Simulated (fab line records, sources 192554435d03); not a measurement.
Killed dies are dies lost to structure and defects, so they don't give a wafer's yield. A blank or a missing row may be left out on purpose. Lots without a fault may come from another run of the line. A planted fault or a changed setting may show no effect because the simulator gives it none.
fab line records | flow n5_finfet
record lots=7 wafers=21
route steps=1938 shown WELL_APT@21 FIN_CUT@160 DUMMY_GATE@224 SD_EPI_P@321 SD_ACTIVATION@331 SDB@348 HKMG_FIN@424 GATE_CUT@478
start_h: hours from the record's first day to the start of the lot's first wafer shown | wait_h: hours since the lot's step before | " the same as in the row above | L1.1+2: a row that stands for several wafers | - no value, or no start given | * or withheld: withheld | < > ~ a bound
route shown NAME@n: a module of which the file shows steps, and the number in the route of the first | usual: mean/standard deviation of fault-free wafers | same: alike in all rows | chamber/n: place in a boat | sites: the reading at each site | _std_site: their standard deviation | _edge_site: outer sites' mean less inner sites' | radius_mm: how far each site lies from the wafer's centre | mask NAME#n: copy n | behind: the tool/chamber that last shaped the wafer | hold: why the lot was held/for how many hours/how that ended | device: the transistor (n, p or np) that didn't switch | end of line: the same wafers' tests at the end of the route | a step without rows: its recipe alone | killed: dies lost to structure and defects at the first sort, not the wafer's yield | map: a wafer's dies, x killed, . not, _ none there
set.NAME: the setting as run; set.NAME@STEP: as run at that earlier step | model.NAME: the simulator's own value behind a step, which no gauge read
lots whose settings were changed on purpose; a table a step, a row a wafer
## steps
# step N5_WELL_APT_COAT_02
# recipe spin_rpm=1357 resist_thk_nm=950
# columns lot.wafer tool chamber start_h wait_h set.spin_rpm model.coat_of_WELL_APT_COAT_02.thk_nm
L074.2 litho_track-05 0 - - 1357 945.2
L074.3 " 0 " " 1357 947.2
L074.6 " 0 " " 1357 950.6
L079.2 litho_track-04 0 - - 1357 947.9
L079.4 " 0 " " 1221 1004
L079.6 " 0 " " 1357 952.8
L084.2 litho_track-01 0 - - 1222 1002
L084.3 " 0 " " 1222 1005
L084.6 " 0 " " 1357 951.7
L089.1 litho_track-04 0 - - 1357 949.4
L089.2 " 0 " " 1357 946.5
L089.6 " 0 " " 1357 947.8
L091.1 litho_track-05 0 - - 1435 925.8
L091.2 " 0 " " 1357 951.6
L091.5 " 0 " " 1357 949.2
L092.1 litho_track-04 0 - - 1357 948.3
L092.3+6 " 0 " " 1357 946.8
L096.2 litho_track-04 0 - - 1288 969.4
L096.4 " 0 " " 1288 973.5
L096.5 " 0 " " 1357 949.4
# step N5_FIN_CUT_EXPOSE_05
# recipe mask_id=FIN_CUT na=0.33 source_shape=annular sigma_inner=0.35 sigma_outer=0.8 polarization=unpolarized dose_mj=45.75
# columns lot.wafer tool chamber start_h wait_h mask set.dose_mj
L074.2+3+6 euv_scanner-01 0 26.14 - FIN_CUT#0 45.75
L079.2+6 euv_scanner-02 0 58.00 - FIN_CUT#0 45.75
L079.4 " 0 " " FIN_CUT#0 47.21
L084.2+3 euv_scanner-01 0 86.74 - FIN_CUT#0 45.75
L084.6 " 0 " " FIN_CUT#0 46.75
L089.1+2+6 euv_scanner-02 0 117.50 - FIN_CUT#0 45.75
L091.1+2+5 euv_scanner-02 0 130.76 - FIN_CUT#0 45.75
L092.1+3 euv_scanner-01 0 135.65 - FIN_CUT#0 44.42
L092.6 " 0 " " FIN_CUT#0 45.75
L096.2+5 euv_scanner-02 0 160.18 - FIN_CUT#0 45.75
L096.4 " 0 " " FIN_CUT#0 48.4
# step N5_FIN_CUT_PEB_06
# recipe peb_temp_c=100 peb_time_s=60 resist=CAR-EUV
# step N5_FIN_CUT_DEVELOP_07
# recipe develop_time_s=30 developer=TMAH resist=CAR-EUV rinse_liquid=surfactant_rinse dry=air_spin dev_temp_c=23
# step N5_FIN_CUT_CD_MEAS_08
# recipe target_cd_nm=29.1 landing_energy_ev=500 detector=se_inlens polarity=opening
# usual cd_nm=29.13/0.24
# columns lot.wafer tool chamber start_h wait_h set.dose_mj@FIN_CUT_EXPOSE_05 cd_nm
L074.2 cd_sem-03 0 26.26 - 45.75 29.14
L074.3 " 0 " " 45.75 29.33
L074.6 " 0 " " 45.75 29.12
L079.2 cd_sem-03 0 58.13 - 45.75 29.56
L079.4 " 0 " " 47.21 29.94
L079.6 " 0 " " 45.75 29.32
L084.2 cd_sem-01 0 86.87 - 45.75 28.83
L084.3 " 0 " " 45.75 28.88
L084.6 " 0 " " 46.75 29.30
L089.1 cd_sem-03 0 117.63 - 45.75 29.27
L089.2 " 0 " " 45.75 29.47
L089.6 " 0 " " 45.75 29.14
L091.1 cd_sem-03 0 130.89 - 45.75 29.07
L091.2 " 0 " " 45.75 28.58
L091.5 " 0 " " 45.75 29.04
L092.1 cd_sem-02 0 135.78 - 44.42 28.85
L092.3 " 0 " " 44.42 28.87
L092.6 " 0 " " 45.75 29.42
L096.2 cd_sem-03 0 160.30 - 45.75 28.75
L096.4 " 0 " " 48.4 30.01
L096.5 " 0 " " 45.75 29.03
# step N5_FIN_CUT_DESCUM_13
# recipe chemistry=O2 time_s=7 source_power_w=50 bias_power_w=20 pressure_mtorr=20 rf_frequency_hz=2.712e+07 temp_c=40 resist=CAR-EUV o2_flow_sccm=225
# step N5_FIN_CUT_ETCH_30
# recipe chemistry=N2/H2 target=underlayer target_depth_a=130 mask_material=CAR-EUV time_s=10.4 ion_energy_ev=200 pressure_mtorr=30 source_w=840 bias_w=150 n2_flow_sccm=200 h2_flow_sccm=200 ends=cleared
# columns lot.wafer tool chamber start_h wait_h set.dose_mj@FIN_CUT_EXPOSE_05 model.FIN_CUT.cd_offset_nm
L074.2 rie_diel-04 2 26.42 0.0 45.75 0.2
L074.3 " 3 " " 45.75 0.4
L074.6 " 0 " " 45.75 0
L079.2 rie_diel-06 1 58.29 0.0 45.75 0.2
L079.4 " 2 " " 47.21 1.4
L079.6 " 2 " " 45.75 0.6
L084.2 rie_diel-04 2 87.43 0.0 45.75 0.2
L084.3 " 0 " " 45.75 0
L084.6 " 3 " " 46.75 0.4
L089.1 rie_diel-06 2 117.79 0.0 45.75 0.4
L089.2 " 0 " " 45.75 0
L089.6 " 1 " " 45.75 0.2
L091.1 rie_diel-02 0 131.05 0.0 45.75 0
L091.2 " 1 " " 45.75 -0.2
L091.5 " 3 " " 45.75 0.4
L092.1+3 rie_diel-02 2,3 135.95 0.0 44.42 -0.2
L092.6 " 2 " " 45.75 0.2
L096.2 rie_diel-04 2 160.46 0.0 45.75 -0.2
L096.4 " 0 " " 48.4 1
L096.5 " 1 " " 45.75 -0.4
# step N5_DUMMY_GATE_COAT_28
# recipe resist=underlayer temp_c=205 time_s=60 spin_rpm=1500 resist_thk_nm=10
# columns lot.wafer tool chamber start_h wait_h set.spin_rpm model.underlayer_of_DUMMY_GATE_COAT_28.thk_nm
L074.2+3+6 litho_track-01 0 - - 1500 10
L079.2 litho_track-01 0 - - 1500 10
L079.4+6 " 0 " " 1650 9.6
L084.2+3+6 litho_track-03 0 - - 1500 10
L089.1+2+6 litho_track-01 0 - - 1500 10
L091.1 litho_track-01 0 - - 1500 10
L091.2+5 " 0 " " 1351 10.6
L092.1+6 litho_track-03 0 - - 1500 10
L092.3 " 0 " " 1341 10.6
L096.2 litho_track-03 0 - - 1410 10.4
L096.4+5 " 0 " " 1500 10
# step N5_SD_EPI_P_EPI_21
# recipe material=SiGe:B dopant=B temp_c=550 pressure_torr=20 ambient=H2 time_s=355
# columns lot.wafer tool chamber start_h wait_h set.time_s model.SiGe-B_of_SD_EPI_P_EPI_21.thk_nm
L074.2 epi_rpcvd-02 0 55.97 0.5 355 60.2
L074.3 " 0 " " 355 60
L074.6 " 0 57.41 1.8 355 60.6
L079.2 epi_rpcvd-01 0 88.54 0.5 375.4 63.4
L079.4 " 0 " " 375.4 62.8
L079.6 " 0 " " 355 59.8
L084.2 epi_rpcvd-01 0 121.07 0.6 378.9 63.6
L084.3 " 0 " " 355 60.8
L084.6 " 0 122.99 2.4 378.9 64.2
L089.1 epi_rpcvd-01 0 144.73 0.2 292.5 54.6
L089.2 " 0 " " 355 61.4
L089.6 " 0 147.13 2.4 292.5 54.4
L091.1+2 epi_rpcvd-01 0 158.09 0.1 355 59.2
L091.5 " 0 159.53 1.5 355 59.6
L092.1+6 epi_rpcvd-01 0 163.65 0.1 410.8 67.2
L092.3 " 0 " " 410.8 68
L096.2 epi_rpcvd-02 0 188.72 0.5 401.8 65.4
L096.4+5 " 0 " " 401.8 65.6
# step N5_SD_EPI_P_EPI_MEAS_23
# recipe mode=xrd
# usual thk_nm=61.0/1.2
# columns lot.wafer tool chamber start_h wait_h set.time_s@SD_EPI_P_EPI_21 thk_nm
L074.2 film_metro-02 - 57.83 1.5 355 60.4
L074.3 " - " " 355 60.8
L074.6 " - " " 355 60.9
L079.2 film_metro-02 - 90.37 1.5 375.4 62.6
L079.4 " - " " 375.4 64.7
L079.6 " - " " 355 59.4
L084.2 film_metro-01 - 123.53 2.0 378.9 63.2
L084.3 " - " " 355 61.4
L084.6 " - " " 378.9 63.1
L089.1 film_metro-01 - 147.67 2.5 292.5 54.9
L089.2 " - " " 355 61.3
L089.6 " - " " 292.5 53.6
L091.1 film_metro-01 - 160.29 1.8 355 58.9
L091.2 " - " " 355 60.8
L091.5 " - " " 355 58.9
L092.1 film_metro-02 - 165.84 1.8 410.8 67.1
L092.3 " - " " 410.8 68.6
L092.6 " - " " 410.8 66.8
L096.2 film_metro-02 - 190.55 1.5 401.8 65.7
L096.4 " - " " 401.8 66.5
L096.5 " - " " 401.8 66.0
# step N5_SD_ACTIVATION_LSA_01
# recipe temp_c=1080 time_s=0.0008 ambient=N2
# usual wafer_temp_C_max=1085.1/1
# columns lot.wafer tool chamber start_h wait_h set.temp_c wafer_temp_C_max
L074.2 laser_anneal-02 0 58.35 0.2 1080 1085.8
L074.3 " 0 " " 1080 1084.3
L074.6 " 0 " " 1080 1087.7
L079.2 laser_anneal-01 0 90.81 0.2 1103 1108.2
L079.4 " 0 " " 1103 1107.0
L079.6 " 0 " " 1080 1084.8
L084.2 laser_anneal-01 0 124.03 0.2 1058 1061.7
L084.3 " 0 " " 1058 1062.5
L084.6 " 0 " " 1058 1062.3
L089.1 laser_anneal-02 0 148.18 0.2 1094 1099.5
L089.2 " 0 " " 1094 1100.0
L089.6 " 0 " " 1080 1084.8
L091.1 laser_anneal-02 0 160.69 0.2 1080 1085.9
L091.2 " 0 " " 1097 1101.7
L091.5 " 0 " " 1080 1085.5
L092.1 laser_anneal-01 0 166.25 0.2 1080 1084.5
L092.3 " 0 " " 1059 1062.8
L092.6 " 0 " " 1080 1086.3
L096.2 laser_anneal-01 0 190.99 0.2 1080 1084.2
L096.4 " 0 " " 1080 1089.2
L096.5 " 0 " " 1054 1057.7
# step N5_SD_ACTIVATION_RS_MEAS_03
# recipe thk_meas_gauge=four-point-probe
# usual RS_SD_N=21.89/0.28 RS_SD_P=56.2/0.9
# columns lot.wafer tool chamber start_h wait_h set.time_s@SD_EPI_P_EPI_21 set.temp_c@SD_ACTIVATION_LSA_01 RS_SD_N[ohm/sq] RS_SD_P[ohm/sq]
L074.2 film_metro-02 - 58.54 0.2 355 1080 21.95 56.8
L074.3 " - " " 355 1080 21.67 56.5
L074.6 " - " " 355 1080 21.84 56.5
L079.2 film_metro-02 - 91.00 0.2 375.4 1103 19.29 53.5
L079.4 " - " " 375.4 1103 19.65 53.8
L079.6 " - " " 355 1080 21.95 56.6
L084.2 film_metro-02 - 124.22 0.2 378.9 1058 24.43 55.2
L084.3 " - " " 355 1058 24.19 57.2
L084.6 " - " " 378.9 1058 23.88 54.7
L089.1 film_metro-02 - 148.39 0.2 292.5 1094 20.40 63.0
L089.2 " - " " 355 1094 20.30 55.9
L089.6 " - " " 292.5 1080 21.81 63.8
L091.1 film_metro-01 - 160.90 0.2 355 1080 22.04 58.3
L091.2 " - " " 355 1097 20.24 57.7
L091.5 " - " " 355 1080 21.89 57.9
L092.1 film_metro-01 - 166.45 0.2 410.8 1080 21.94 51.7
L092.3 " - " " 410.8 1059 24.64 50.4
L092.6 " - " " 410.8 1080 22.15 50.6
L096.2 film_metro-01 - 191.18 0.2 401.8 1080 21.77 52.3
L096.4 " - " " 401.8 1080 21.60 51.9
L096.5 " - " " 401.8 1054 24.98 52.5
# step N5_SDB_COAT_03
# recipe resist=SOC temp_c=250 time_s=60 spin_rpm=1500 resist_thk_nm=100
# columns lot.wafer tool chamber start_h wait_h set.spin_rpm model.SOC_of_SDB_COAT_03.thk_nm
L074.2+6 litho_track-05 0 65.58 0.1 1500 99.8
L074.3 " 0 " " 1500 100.2
L079.2 litho_track-01 0 98.75 0.1 1500 100
L079.4 " 0 " " 1500 99.8
L079.6 " 0 " " 1606 96.2
L084.2+3 litho_track-01 0 131.01 0.1 1569 98
L084.6 " 0 " " 1500 100.2
L089.1+6 litho_track-01 0 155.26 0.1 1500 100.2
L089.2 " 0 " " 1559 98.2
L091.1 litho_track-03 0 167.92 0.1 1603 96.8
L091.2+5 " 0 " " 1500 100
L092.1 litho_track-03 0 173.85 0.1 1500 100
L092.3 " 0 " " 1382 104
L092.6 " 0 " " 1382 104.4
L096.2 litho_track-05 0 197.86 0.1 1500 100
L096.4 " 0 " " 1445 101.8
L096.5 " 0 " " 1445 101.6
# step N5_SDB_COAT_04
# recipe resist=SiARC temp_c=220 time_s=60 spin_rpm=1500 resist_thk_nm=18
# columns lot.wafer tool chamber start_h wait_h set.time_s
L074.2+3+6 litho_track-05 0 - - 60
L079.2+4+6 litho_track-01 0 - - 60
L084.2+6 litho_track-01 0 - - 60
L084.3 " 0 " " 66.56
L089.1+2+6 litho_track-01 0 - - 60
L091.1+2+5 litho_track-03 0 - - 60
L092.1+6 litho_track-03 0 - - 47.24
L092.3 " 0 " " 60
L096.2+4 litho_track-05 0 - - 47.36
L096.5 " 0 " " 60
# step N5_SDB_COAT_05
# recipe resist=CAR-ArF spin_rpm=1500 resist_thk_nm=90
# step N5_SDB_EBR_07
# recipe solvent=PGMEA ebr_width_mm=1.5
# step N5_SDB_DESCUM_16
# recipe chemistry=O2 time_s=7.9 source_power_w=50 bias_power_w=20 pressure_mtorr=20 rf_frequency_hz=2.712e+07 temp_c=40 resist=CAR-ArF o2_flow_sccm=225
# step N5_SDB_ETCH_17
# recipe chemistry=CF4 target=SiARC target_depth_a=234 mask_material=CAR-ArF time_s=39 ion_energy_ev=80 pressure_mtorr=40 source_w=545 bias_w=36 Ar_flow_sccm=100 cf4_flow_sccm=100 ends=cleared
# step N5_SDB_ETCH_18
# recipe chemistry=N2/H2 target=SOC target_depth_a=1000 overetch_a=200 mask_material=SiARC temp_c=40 time_s=150 ion_energy_ev=200 pressure_mtorr=30 source_w=840 bias_w=150 n2_flow_sccm=200 h2_flow_sccm=200
# columns lot.wafer tool chamber start_h wait_h set.spin_rpm@SDB_COAT_03 model.etch.depth_nm
L074.2 rie_diel-05 3 65.98 0.0 1500 99.83
L074.3 " 2 " " 1500 100.1
L074.6 " 1 " " 1500 99.76
L079.2 rie_diel-01 2 99.27 0.0 1500 99.95
L079.4 " 0 " " 1500 99.81
L079.6 " 3 " " 1606 96.19
L084.2 rie_diel-03 3 131.94 0.0 1569 97.96
L084.3 " 1 " " 1569 98.01
L084.6 " 0 " " 1500 100.2
L089.1+6 rie_diel-03 1,2 156.11 0.0 1500 100.2
L089.2 " 0 " " 1559 98.25
L091.1 rie_diel-05 3 168.46 0.0 1603 96.85
L091.2 " 0 " " 1500 99.92
L091.5 " 1 " " 1500 100.1
L092.1 rie_diel-05 0 174.25 0.0 1500 100
L092.3 " 3 " " 1382 104.1
L092.6 " 1 " " 1382 104.4
L096.2 rie_diel-03 3 198.26 0.0 1500 100
L096.4 " 2 " " 1445 101.8
L096.5 " 3 " " 1445 101.6
# step N5_SDB_STRIP_19
# recipe chemistry=N2/H2 temp_c=40 n2_flow_sccm=200 h2_flow_sccm=200 rf_frequency_hz=6e+07
# step N5_SDB_STRIP_21
# recipe chemistry=CF4 resist=SiARC power_w=300 bias_power_w=75 pressure_mtorr=50 cf4_flow_sccm=150 rf_frequency_hz=6e+07
# step N5_SDB_HM_OPEN_20
# recipe chemistry=CH3F/O2 target=SiNx mask_material=SOC target_depth_a=240 stop_on=poly-Si over_etch_frac=0.4 ion_energy_ev=120 pressure_mtorr=30 source_w=395 bias_w=73 Ar_flow_sccm=150 CH3F_flow_sccm=30 O2_flow_sccm=20
# columns lot.wafer tool chamber start_h wait_h set.spin_rpm@SDB_COAT_03 model.SOC_of_SDB_COAT_03.thk_nm
L074.2+6 rie_diel-05 3,1 66.14 0.0 1500 83.8
L074.3 " 2 " " 1500 84.4
L079.2 rie_diel-01 2 99.43 0.0 1500 84
L079.4 " 0 " " 1500 84.4
L079.6 " 3 " " 1606 80.4
L084.2 rie_diel-03 3 132.10 0.0 1569 82.6
L084.3 " 1 " " 1569 82
L084.6 " 0 " " 1500 84.4
L089.1 rie_diel-03 1 156.27 0.0 1500 84.2
L089.2 " 0 " " 1559 82.6
L089.6 " 2 " " 1500 83.4
L091.1 rie_diel-05 3 168.61 0.0 1603 80.6
L091.2 " 0 " " 1500 83.6
L091.5 " 1 " " 1500 84.2
L092.1 rie_diel-05 0 174.41 0.0 1500 83.8
L092.3 " 3 " " 1382 87.8
L092.6 " 1 " " 1382 88.4
L096.2 rie_diel-03 3 198.42 0.0 1500 84.4
L096.4 " 2 " " 1445 85
L096.5 " 3 " " 1445 86
# step N5_SDB_STRIP_22
# recipe chemistry=N2/H2 power_w=1000 temp_c=250 h2_frac=0.65 overash_fraction=0.3 pressure_mtorr=withheld n2_flow_sccm=1750 h2_flow_sccm=3250
# usual strip_time_to_endpoint_s=96.3/0.42
# columns lot.wafer tool chamber start_h wait_h set.spin_rpm@SDB_COAT_03 strip_time_to_endpoint_s
L074.2 plasma_asher-01 1 66.22 0.1 1500 96.1
L074.3 " 0 " " 1500 96.6
L074.6 " 0 " " 1500 96.1
L079.2 plasma_asher-02 0 99.51 0.1 1500 96.2
L079.4 " 1 " " 1500 96.6
L079.6 " 0 " " 1606 92.8
L084.2 plasma_asher-01 1 132.24 0.1 1569 94.9
L084.3 " 1 " " 1569 94.4
L084.6 " 1 " " 1500 96.6
L089.1 plasma_asher-02 1 156.35 0.1 1500 96.4
L089.2 " 0 " " 1559 94.8
L089.6 " 1 " " 1500 95.7
L091.1 plasma_asher-02 1 168.83 0.2 1603 93.1
L091.2 " 0 " " 1500 95.9
L091.5 " 1 " " 1500 96.4
L092.1 plasma_asher-02 0 174.74 0.3 1500 96.0
L092.3 " 1 " " 1382 99.8
L092.6 " 0 " " 1382 100.3
L096.2 plasma_asher-01 0 198.50 0.1 1500 96.7
L096.4 " 0 " " 1445 97.1
L096.5 " 0 " " 1445 98.1
# step N5_HKMG_FIN_COAT_06
# recipe resist=CAR-ArF spin_rpm=1500 resist_thk_nm=90
# columns lot.wafer tool chamber start_h wait_h set.spin_rpm model.CAR-ArF_of_HKMG_FIN_COAT_06.thk_nm
L074.2 litho_track-02 0 - - 1500 90
L074.3+6 " 0 " " 1500 89.8
L079.2+4 litho_track-05 0 - - 1337 95.2
L079.6 " 0 " " 1337 95
L084.2+6 litho_track-05 0 - - 1500 89.8
L084.3 " 0 " " 1587 87.4
L089.1+6 litho_track-02 0 - - 1500 89.6
L089.2 " 0 " " 1500 89.8
L091.1 litho_track-04 0 - - 1578 87.4
L091.2+5 " 0 " " 1500 89.8
L092.1 litho_track-05 0 - - 1351 94.6
L092.3 " 0 " " 1351 94.8
L092.6 " 0 " " 1500 89.8
L096.2+5 litho_track-04 0 - - 1500 90.4
L096.4 " 0 " " 1500 90.2
# step N5_HKMG_FIN_EBR_08
# recipe solvent=PGMEA ebr_width_mm=1.5
# step N5_HKMG_FIN_SOFTBAKE_07
# recipe temp_c=110 time_s=60 resist=CAR-ArF
# step N5_HKMG_FIN_EXPOSE_09
# recipe mask_id=NWFM na=1.35 source_shape=conventional sigma_outer=0.8 polarization=unpolarized dose_mj=39.25
# step N5_HKMG_FIN_PEB_10
# recipe peb_temp_c=withheld peb_time_s=60 resist=CAR-ArF
# step N5_HKMG_FIN_DEVELOP_11
# recipe develop_time_s=30 developer=TMAH resist=CAR-ArF dev_temp_c=23 rinse_liquid=diw dry=air_spin
# columns lot.wafer tool chamber start_h wait_h set.spin_rpm@HKMG_FIN_COAT_06 model.CAR-ArF_of_HKMG_FIN_COAT_06.thk_nm
L074.2 litho_track-05 0 - - 1500 88.4
L074.3 " 0 " " 1500 88
L074.6 " 0 " " 1500 88.2
L079.2+4 litho_track-02 0 - - 1337 93.6
L079.6 " 0 " " 1337 93.4
L084.2+6 litho_track-04 0 - - 1500 88
L084.3 " 0 " " 1587 85.8
L089.1 litho_track-05 0 - - 1500 87.8
L089.2 " 0 " " 1500 88.2
L089.6 " 0 " " 1500 88
L091.1 litho_track-02 0 - - 1578 85.8
L091.2+5 " 0 " " 1500 88.2
L092.1 litho_track-02 0 - - 1351 92.8
L092.3 " 0 " " 1351 93
L092.6 " 0 " " 1500 88
L096.2+5 litho_track-02 0 - - 1500 88.6
L096.4 " 0 " " 1500 88.4
# step N5_GATE_CUT_COAT_34
# recipe resist=SOC temp_c=250 time_s=60 spin_rpm=1500 resist_thk_nm=60
# columns lot.wafer tool chamber start_h wait_h set.spin_rpm model.SOC_of_GATE_CUT_COAT_34.thk_nm
L074.2+3+6 litho_track-01 0 83.18 0.1 1500 59.8
L079.2+6 litho_track-03 0 116.89 0.0 1500 60
L079.4 " 0 " " 1610 58
L084.2 litho_track-01 0 149.18 0.0 1500 59.8
L084.3 " 0 " " 1500 60
L084.6 " 0 " " 1406 62.2
L089.1 litho_track-02 0 173.31 0.1 1500 60.2
L089.2 " 0 " " 1394 62.2
L089.6 " 0 " " 1500 60
L091.1 litho_track-02 0 186.97 0.0 1500 60
L091.2+5 " 0 " " 1500 59.8
L092.1 litho_track-03 0 192.89 0.0 1500 60
L092.3+6 " 0 " " 1500 59.8
L096.2+4 litho_track-03 0 216.79 0.0 1500 59.8
L096.5 " 0 " " 1653 56.8
## key
split step=N5_WELL_APT_COAT_02 setting=spin_rpm stated=1357 by=wafer
response step=N5_WELL_APT_COAT_02 reading=model.coat_of_WELL_APT_COAT_02.thk_nm change=-5.05 per=1% r=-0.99
split step=N5_FIN_CUT_EXPOSE_05 setting=dose_mj stated=45.75 by=wafer
response step=N5_FIN_CUT_CD_MEAS_08 reading=cd_nm change=+0.188 per=1% r=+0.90
response step=N5_FIN_CUT_ETCH_30 reading=model.FIN_CUT.cd_offset_nm change=+0.22 per=1% r=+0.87
split step=N5_DUMMY_GATE_COAT_28 setting=spin_rpm stated=1500 by=wafer
response step=N5_DUMMY_GATE_COAT_28 reading=model.underlayer_of_DUMMY_GATE_COAT_28.thk_nm change=-0.0539 per=1% r=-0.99
split step=N5_SD_EPI_P_EPI_21 setting=time_s stated=355 by=wafer
response step=N5_SD_EPI_P_EPI_21 reading=model.SiGe-B_of_SD_EPI_P_EPI_21.thk_nm change=+0.415 per=1% r=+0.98
response step=N5_SD_EPI_P_EPI_MEAS_23 reading=thk_nm change=* per=1% r=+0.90
response step=N5_SD_ACTIVATION_RS_MEAS_03 reading=RS_SD_P change=-0.423 per=1% r=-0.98
split step=N5_SD_ACTIVATION_LSA_01 setting=temp_c stated=1080 by=wafer
response step=N5_SD_ACTIVATION_LSA_01 reading=wafer_temp_C_max change=* per=1% r=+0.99
response step=N5_SD_ACTIVATION_RS_MEAS_03 reading=RS_SD_N change=-1.25 per=1% r=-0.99
split step=N5_SDB_COAT_03 setting=spin_rpm stated=1500 by=wafer
response step=N5_SDB_COAT_03 reading=model.SOC_of_SDB_COAT_03.thk_nm change=-0.504 per=1% r=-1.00
response step=N5_SDB_ETCH_18 reading=model.etch.depth_nm change=-0.501 per=1% r=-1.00
response step=N5_SDB_HM_OPEN_20 reading=model.SOC_of_SDB_COAT_03.thk_nm change=-0.487 per=1% r=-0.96
response step=N5_SDB_STRIP_22 reading=strip_time_to_endpoint_s change=* per=1% r=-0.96
split step=N5_SDB_COAT_04 setting=time_s stated=60 by=wafer
response none clear
split step=N5_HKMG_FIN_COAT_06 setting=spin_rpm stated=1500 by=wafer
response step=N5_HKMG_FIN_COAT_06 reading=model.CAR-ArF_of_HKMG_FIN_COAT_06.thk_nm change=-0.471 per=1% r=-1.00
response step=N5_HKMG_FIN_DEVELOP_11 reading=model.CAR-ArF_of_HKMG_FIN_COAT_06.thk_nm change=-0.464 per=1% r=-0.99
split step=N5_GATE_CUT_COAT_34 setting=spin_rpm stated=1500 by=wafer
response step=N5_GATE_CUT_COAT_34 reading=model.SOC_of_GATE_CUT_COAT_34.thk_nm change=-0.302 per=1% r=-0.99
